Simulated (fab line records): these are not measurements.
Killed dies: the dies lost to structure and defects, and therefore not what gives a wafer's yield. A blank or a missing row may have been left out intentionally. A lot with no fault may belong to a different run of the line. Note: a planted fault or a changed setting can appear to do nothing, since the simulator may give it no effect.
fab line records	flow n5-finfet
record: lots: 9	wafers: 26	last-day: 18
route steps=1938 shown GATE_CUT@477 BEOL_M4@1111 PASSIVATION@1936
lots untouched by any fault: they come from a run of this same line in which no faults occurred
start-h: hours from the record's first day to the start of the lot's first wafer shown	wait-h: hours since the lot's step before	" repeats the value in the row above	L1.1+2: several wafers, shown together as one row	- no value present, or no start provided	* or withheld: withheld	< > ~ a bound
route shown NAME@n: names a module that has steps shown in the file, with the first one's number in the route	usual: mean/standard deviation taken from wafers without a fault	same: alike in all rows	chamber/n: place in a boat	sites: readings site by site	_std_site: the values' standard deviation	_edge_site: inner sites' mean taken away from outer sites' mean	radius-mm: how far each site lies from the wafer's centre	mask NAME#n: copy n	behind: the most recent tool/chamber to have shaped the wafer	hold: cause of the lot's hold/its duration in hours/its outcome	device: transistor that didn't switch, given as n, p or np	end of line: tests run on the same wafers once the route is complete	for a step that has no rows: nothing shown but its recipe	killed: the dies lost at the first sort to structure and to defects; this is not the yield of the wafer	map: shows each die of a wafer: x if killed, . if not, _ if none is there
set.NAME: the setting as run; set.NAME@STEP: as run at that earlier step	model.NAME: the simulator's own value behind a step, which no gauge read
route steps across a sampled set of lots; one table per step, one row per wafer
services: from which hour (start-h, from the record's first day; less than 0 if before it) a tool's chamber was out of use, for how many hours, and why
== steps ==
step: N5_GATE_CUT_HM_DEP_46
recipe: material: SiO2	target-thk-a: 1300	temp-c: 400	precursor: TEOS/O2	pressure-torr: 6.5	rf-w: 900	teos-flow-sccm: 161.4	gas: O2	flow-sccm: 2650	time-s: 26.6
usual: heater-power-w: 604/85	showerhead-plenum-p-Torr: 8.34/0.036	susceptor-temp-C: 400.01/0.2	throttle-valve-pct: 18.3/0.77
lot.wafer	tool	chamber	start-h	wait-h	heater-power-w	showerhead-plenum-p-Torr	susceptor-temp-C	throttle-valve-pct
L173.3	pecvd-02	0	90.06	0.0	594	8.41	400.12	18.9
L173.4	"	0	"	"	594	8.42	400.05	18.9
L173.5	"	2	"	"	708	8.34	400.23	17.9
L174.2	pecvd-04	0	95.40	0.0	725	8.34	400.03	17.4
L174.3	"	1	"	"	480	8.29	399.86	17.8
L174.4	"	0	"	"	733	8.35	400.01	17.3
L176.1	pecvd-04	0	106.00	0.0	732	8.36	400.05	17.7
L176.2	"	2	"	"	597	8.28	400.04	16.9
L176.4	"	1	"	"	530	8.32	400.08	17.8
L178.1	pecvd-04	0	122.92	0.0	740	8.36	399.95	17.5
L178.2	"	2	"	"	507	8.29	400.23	16.6
L178.5	"	0	"	"	775	8.37	400.06	17.5
L183.1	pecvd-02	0	150.30	0.0	621	8.42	400.39	18.9
L183.5	"	0	"	"	628	8.41	400.34	18.8
L192.3	pecvd-02	2	205.23	0.1	658	8.32	400.05	17.9
L192.4	"	0	"	"	623	8.41	399.94	18.8
L192.6	"	0	"	"	615	8.40	400.25	18.6
L193.1	pecvd-02	0	212.77	0.0	485	8.41	399.91	19.0
L193.5	"	0	"	"	511	8.39	399.83	18.5
L193.6	"	1	"	"	672	8.33	399.80	19.2
L194.1	pecvd-04	2	216.27	0.0	615	8.29	399.95	16.8
L194.2	"	1	"	"	601	8.31	400.27	18.2
L194.4	"	0	"	"	752	8.36	399.77	17.6
L195.3	pecvd-04	2	223.91	0.0	555	8.28	399.63	16.9
L195.4	"	2	"	"	585	8.30	399.64	16.8
L195.6	"	1	"	"	521	8.30	400.23	18.0
step: N5_GATE_CUT_ETCH_47
recipe: chemistry: Cl2/BCl3	target: SiO2	target-depth-a: 100	pressure-mtorr: 10	icp-w: 1000	bias-w: 126	Cl2_flow_sccm: 53.25	bcl3-flow-sccm: 21.75	Ar_flow_sccm: 25
usual: bias-w: 126.0/0.39	drypump-motor-current-A: 5.5/0.33	he-backside-leak-sccm: 3.38/0.26	mfc-cl2-sccm: 53.23/0.18	oes-product-au: 0.75/0.14	throttle-valve-pct: 22.95/0.24
lot.wafer	tool	chamber	start-h	wait-h	bias-w	drypump-motor-current-A	he-backside-leak-sccm	mfc-cl2-sccm	oes-product-au	rf-hours-counter-h	throttle-valve-pct
L173.3	rie-metal-01	1	91.47	0.1	126.1	5.6	3.54	53.33	1.00	-	22.43
L173.4	"	1	"	"	125.8	5.6	3.54	53.41	0.99	-	22.39
L173.5	"	1	"	"	125.7	5.7	3.73	53.30	0.99	-	22.40
L174.2	rie-metal-03	1	96.53	0.0	125.8	5.9	3.16	53.48	0.82	29	23.10
L174.3	"	1	"	"	125.8	5.9	3.07	53.38	0.81	-	23.12
L174.4	"	0	"	"	125.7	5.7	3.49	53.09	0.74	-	22.90
L176.1	rie-metal-03	0	107.23	0.0	126.2	5.7	3.63	53.10	0.75	53	22.91
L176.2	"	1	"	"	125.5	5.9	3.25	53.22	0.81	30	23.12
L176.4	"	0	"	"	125.6	5.7	3.62	53.22	0.74	-	22.89
L178.1	rie-metal-03	0	124.21	0.0	125.7	5.6	3.46	53.52	0.74	55	22.91
L178.2	"	1	"	"	125.7	5.9	3.25	53.40	0.81	32	23.13
L178.5	"	1	"	"	126.2	5.9	3.21	53.31	0.80	-	23.11
L183.1	rie-metal-02	1	151.91	0.0	126.5	5.5	3.34	52.94	0.60	128	22.99
L183.5	"	0	"	"	125.5	5.0	3.04	53.23	0.63	-	23.01
L192.3	rie-metal-02	0	206.52	0.1	126.0	4.9	3.29	53.45	0.61	-	23.03
L192.4	"	0	"	"	126.3	5.0	3.29	53.14	0.61	-	23.02
L192.6	"	0	"	"	125.4	4.9	3.08	53.20	0.60	-	23.03
L193.1	rie-metal-02	0	214.00	0.1	125.6	4.9	3.12	53.42	0.61	131	23.03
L193.5	"	0	"	"	126.0	5.0	3.45	53.13	0.61	-	23.03
L193.6	"	0	"	"	126.0	4.9	3.27	53.22	0.61	-	23.03
L194.1	rie-metal-01	0	217.61	0.0	126.4	5.5	3.50	53.01	0.88	10	23.26
L194.2	"	1	"	"	126.6	5.6	3.69	53.30	0.92	14	22.43
L194.4	"	0	"	"	126.1	5.5	3.24	53.24	0.88	-	23.26
L195.3	rie-metal-03	1	225.08	0.0	125.8	5.9	3.31	53.08	0.78	-	23.15
L195.4	"	0	"	"	126.7	5.7	3.51	53.17	0.73	-	22.91
L195.6	"	1	"	"	126.5	5.9	3.33	53.10	0.77	-	23.16
step: N5_GATE_CUT_ALD_22
recipe: material: SiNx	target-thk-a: 160	temp-c: 400	ald-precursor-family: SiH2I2	ald-co-reactant: N2/H2-plasma	pulse-time-s: 1	ald-cycles: 320	purge-time-s: 2	co-reactant-purge-time-s: 2	pressure-torr: 2
usual: heater-power-w: 857/89	precursor-pulse-height-rel: 1.000/0.021	susceptor-temp-C: 399.98/0.23
lot.wafer	tool	chamber	start-h	wait-h	heater-power-w	precursor-pulse-height-rel	susceptor-temp-C
L173.3	ald-sin-01	1	91.95	0.0	950	0.986	400.00
L173.4	"	3	"	"	771	1.007	399.82
L173.5	"	1	"	"	944	1.037	399.87
L174.2	ald-sin-03	3	96.83	0.0	861	0.997	400.26
L174.3	"	2	"	"	980	0.977	399.49
L174.4	"	0	"	"	842	0.982	400.02
L176.1	ald-sin-04	3	108.23	0.7	962	0.994	399.92
L176.2	"	2	"	"	771	0.998	399.54
L176.4	"	1	"	"	851	1.016	400.27
L178.1	ald-sin-03	3	124.51	0.0	869	0.985	399.99
L178.2	"	0	"	"	821	1.023	400.15
L178.5	"	1	"	"	871	1.032	400.26
L183.1	ald-sin-01	3	152.32	0.1	792	0.983	399.84
L183.5	"	3	"	"	764	1.002	399.71
L192.3	ald-sin-04	1	206.93	0.0	843	0.993	400.57
L192.4	"	3	"	"	979	0.990	399.98
L192.6	"	1	"	"	844	1.009	400.22
L193.1	ald-sin-04	3	214.66	0.3	1002	0.977	399.94
L193.5	"	1	"	"	829	0.985	399.66
L193.6	"	2	"	"	790	0.977	399.83
L194.1	ald-sin-03	1	218.17	0.3	862	1.008	400.15
L194.2	"	2	"	"	991	0.991	400.03
L194.4	"	0	"	"	818	0.998	399.96
L195.3	ald-sin-01	2	225.37	0.0	685	0.975	400.42
L195.4	"	1	"	"	902	1.007	399.87
L195.6	"	3	"	"	773	1.029	400.39
step: N5_GATE_CUT_THK_MEAS_24
recipe: reads: SiO2_of_GATE_CUT_HM_DEP_46+SiO2_flowable_of_ILD0_FCVD_FILL_01
usual: GC_FILL_THK: 219.9/2.3
lot.wafer	tool	chamber	start-h	wait-h	GC_FILL_THK[nm]
L173.3	film-metro-02	-	93.73	-	218.8
L173.4	"	-	"	"	218.3
L173.5	"	-	"	"	220.8
L174.2	film-metro-01	-	98.61	-	219.7
L174.3	"	-	"	"	219.5
L174.4	"	-	"	"	222.2
L176.1	film-metro-02	-	110.01	-	218.6
L176.2	"	-	"	"	221.1
L176.4	"	-	"	"	219.5
L178.1	film-metro-01	-	126.29	-	219.4
L178.2	"	-	"	"	221.7
L178.5	"	-	"	"	220.1
L183.1	film-metro-02	-	154.10	-	218.4
L183.5	"	-	"	"	220.0
L192.3	film-metro-01	-	208.87	-	224.2
L192.4	"	-	"	"	221.3
L192.6	"	-	"	"	222.8
L193.1	film-metro-02	-	216.44	-	220.9
L193.5	"	-	"	"	219.2
L193.6	"	-	"	"	219.3
L194.1	film-metro-02	-	219.95	-	218.5
L194.2	"	-	"	"	202.6
L194.4	"	-	"	"	217.7
L195.3	film-metro-02	-	227.15	-	219.4
L195.4	"	-	"	"	220.3
L195.6	"	-	"	"	204.6
step: N5_GATE_CUT_INSPECT_26
recipe: inspect-instrument: darkfield	mode: post-cmp
usual: raw-defect-count: 42/16
lot.wafer	tool	chamber	start-h	wait-h	raw-defect-count
L173.3	defect-inspect-02	-	94.47	0.0	37
L173.4	"	-	"	"	43
L173.5	"	-	"	"	40
L174.2	defect-inspect-01	-	99.35	0.0	39
L174.3	"	-	"	"	31
L174.4	"	-	"	"	35
L176.1	defect-inspect-02	-	110.75	0.0	56
L176.2	"	-	"	"	27
L176.4	"	-	"	"	26
L178.1	defect-inspect-02	-	127.03	0.0	53
L178.2	"	-	"	"	32
L178.5	"	-	"	"	46
L183.1	defect-inspect-02	-	154.85	0.0	39
L183.5	"	-	"	"	29
L192.3	defect-inspect-01	-	209.61	0.0	51
L192.4	"	-	"	"	63
L192.6	"	-	"	"	49
L193.1	defect-inspect-02	-	217.19	0.0	63
L193.5	"	-	"	"	49
L193.6	"	-	"	"	46
L194.1	defect-inspect-01	-	220.69	0.0	95
L194.2	"	-	"	"	35
L194.4	"	-	"	"	82
L195.3	defect-inspect-02	-	227.90	0.0	33
L195.4	"	-	"	"	34
L195.6	"	-	"	"	23
step: N5_BEOL_M4_RC_MEAS_101
usual: DIBL_N: 37.0/2.3	DIBL_P: 37.3/2.8	IOFF_N: 0.17/0.046	IOFF_P: 0.23/0.054	ION_N: 675/14	ION_P: 460/9.3	SS_N: 71.7/0.73	SS_P: 73.6/0.95	VT_N: 249/3.9	VT_P: -250/3.9
lot.wafer	tool	chamber	start-h	wait-h	DIBL_N[mV/V]	DIBL_P[mV/V]	IOFF_N[nA/um]	IOFF_P[nA/um]	ION_N[uA/um]	ION_P[uA/um]	SS_N[mV/dec]	SS_P[mV/dec]	VT_N[mV]	VT_P[mV]
L173.3	prober-02	0	170.31	0.3	37.4	37.6	0.19	0.22	677	457	72.1	73.7	250	-249
L173.4	"	0	"	"	36.8	37.4	0.17	0.22	667	453	71.1	75.0	249	-251
L173.5	"	0	"	"	39.6	40.9	0.25	0.29	688	457	72.2	76.1	245	-248
L174.2	prober-02	0	173.38	0.2	39.7	40.0	0.23	0.29	673	460	72.5	74.6	247	-249
L174.3	"	0	"	"	36.8	37.0	0.16	0.21	670	462	71.8	74.2	250	-252
L174.4	"	0	"	"	33.8	34.2	0.13	0.18	662	458	71.0	72.5	250	-252
L176.1	prober-01	0	193.90	0.0	36.7	38.7	0.17	0.26	681	475	70.8	74.1	248	-247
L176.2	"	0	"	"	36.7	36.8	0.16	0.21	671	459	71.5	72.5	251	-251
L176.4	"	0	"	"	36.5	38.3	0.16	0.25	679	473	71.2	73.6	251	-247
L178.1	prober-02	0	200.18	0.0	35.3	36.6	0.15	0.19	670	458	71.4	73.1	253	-255
L178.2	"	0	"	"	38.5	39.5	0.22	0.25	703	474	72.1	73.8	245	-251
L178.5	"	0	"	"	39.3	40.8	0.23	0.27	706	471	72.3	74.8	248	-249
L183.1	prober-01	0	235.41	0.0	37.4	35.9	0.17	0.19	670	458	71.4	73.9	247	-251
L183.5	"	0	"	"	37.1	36.5	0.15	0.20	650	450	71.0	72.9	252	-251
L192.3	prober-01	0	302.09	0.3	38.3	39.4	0.20	0.24	673	456	71.8	73.6	247	-251
L192.4	"	0	"	"	36.8	38.0	0.17	0.21	671	455	72.3	72.9	250	-252
L192.6	"	0	"	"	37.2	38.0	0.18	0.22	666	455	71.8	73.7	248	-250
L193.1	prober-01	0	308.46	0.0	37.8	36.6	0.16	0.20	677	459	71.3	73.3	250	-256
L193.5	"	0	"	"	38.4	36.6	0.16	0.21	656	444	71.8	72.9	253	-252
L193.6	"	0	"	"	40.4	38.7	0.22	0.24	668	451	72.2	73.2	247	-253
L195.3	prober-01	0	318.13	0.3	37.3	38.5	0.16	0.18	675	450	72.0	74.2	252	-257
L195.4	"	0	"	"	37.0	38.7	0.17	0.18	675	449	71.9	73.9	251	-256
L195.6	"	0	"	"	33.1	34.3	0.10	0.13	656	445	70.3	72.1	256	-258
L194.1	prober-02	0	319.71	0.0	37.7	38.9	0.19	0.28	670	460	72.9	73.9	249	-247
L194.2	"	0	"	"	40.0	40.9	0.24	0.30	696	474	73.1	74.6	244	-245
L194.4	"	0	"	"	35.8	37.0	0.15	0.23	677	471	71.6	73.2	250	-248
step: N5_PASSIVATION_PROBE_49
usual: defect-limited-yield: 91.5/1.3	killed_at_M0_to_M3: 36/10	killed_at_M4_up: 13/4.7	killed-at-contacts: 13/6.7	killed-at-front-end: 37/9.7	killed-at-other: 2.6/2.3	killed-dies: 101/15	killed-open: 67/12	killed-short: 32/6.7	sort_bin_4_leakage: 0.0/0.31	sort_bin_5_function: 5.0/0.89	sort_bin_6_memory: 3.2/0.63	sort_bin_8_speed: 0.01/0.03	sort-n-pass: 1079/16	sort-yield-pct: 91.4/1.4
same: gross-dies: 1180	killed-at-back-side: 0
lot.wafer	tool	chamber	start-h	wait-h	defect-limited-yield[%]	killed_at_M0_to_M3	killed_at_M4_up	killed-at-contacts	killed-at-front-end	killed-at-other	killed-dies	killed-open	killed-short	sort_bin_4_leakage[%]	sort_bin_5_function[%]	sort_bin_6_memory[%]	sort_bin_8_speed[%]	sort-n-pass	sort-yield-pct[%]
L195.6	prober-02	-	438.02	1.2	91.7	44	10	9	33	2	98	66	26	0	5.0	3.1	0	1082	91.7
L194.2	prober-02	-	439.15	0.1	88.5	50	9	19	56	2	136	93	34	0	6.5	4.7	0	1044	88.5
killed by level:class
L195.6 BEOL_M0_SAQP:geometric-particle:open=11 BEOL_M3:geometric-particle:open=9 BEOL_M1:geometric-particle:open=8 STI_FIN_REVEAL:geometric-particle:open=6 MOL_CONTACT_COAG:geometric-particle:open=5 BEOL_M2:geometric-particle:open=5 GATE_CUT:area-etch=5 MOL_CONTACT_COAG:geometric-particle:short=4
L194.2 FIN_SAQP:geometric-particle:open=19 BEOL_M1:geometric-particle:open=19 MOL_CONTACT_COAG:geometric-particle:open=16 FIN_SAQP:geometric-particle:short=8 BEOL_M0_SAQP:geometric-particle:open=8 BEOL_M1:geometric-particle:short=8 DUMMY_GATE:geometric-particle:open=6 GATE_CUT:area-etch=6
== services ==
tool	chamber	start-h	hours	kind
ald-sin-04	1	74.84	3.9	repair
pecvd-04	2	80.72	5.5	scheduled-down
ald-sin-04	-	98.41	0.5	repair
pecvd-04	2	114.14	6.6	repair
pecvd-04	1	117.86	6.8	repair
ald-sin-03	2	128.68	2.9	repair
ald-sin-04	-	143.80	6.1	pm
ald-sin-01	1	150.80	4.8	repair
ald-sin-01	3	162.13	2.0	repair
ald-sin-03	3	163.57	4.5	repair
pecvd-04	1	166.93	6.9	repair
pecvd-02	1	168.31	-	calibration
pecvd-04	0	168.48	16.4	repair
rie-metal-01	1	176.04	4.8	repair
ald-sin-01	-	177.72	14.0	pm
ald-sin-01	0	177.72	14.0	vent-cycle
ald-sin-01	1	177.72	14.0	vent-cycle
ald-sin-01	2	177.72	14.0	vent-cycle
ald-sin-01	-	193.89	14.6	pm
pecvd-04	2	195.91	3.0	repair
pecvd-02	1	200.13	5.5	scheduled-down
pecvd-04	-	201.22	6.0	pm
pecvd-04	-	207.59	1.6	repair
ald-sin-03	3	210.80	-	calibration
== key ==
first-sign: step: N5_GATE_CUT_THK_MEAS_24	reading: GC_FILL_THK	direction: down	sigmas: 7	usual: 219.9	struck: 203.6
effect none on later readings
met-at N5_GATE_CUT_HM_DEP_46
struck-lots L194,L195
struck-wafers L194.2,L195.6
not-acting-at N5_GATE_CUT_ETCH_47,N5_GATE_CUT_ALD_22,N5_GATE_CUT_INSPECT_26
onset-between 106.00 216.27
fault: kind: site-profile-drift	tool: pecvd-04	chamber: 1	onset-h: 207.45	steps: N5_GATE_CUT_HM_DEP_46	basis: fraction	max-abs-drift: 0.25504	slope-share-per-hr: 56.677	site-pattern: 0,0,0,0,0,-1,-1,-1,-1
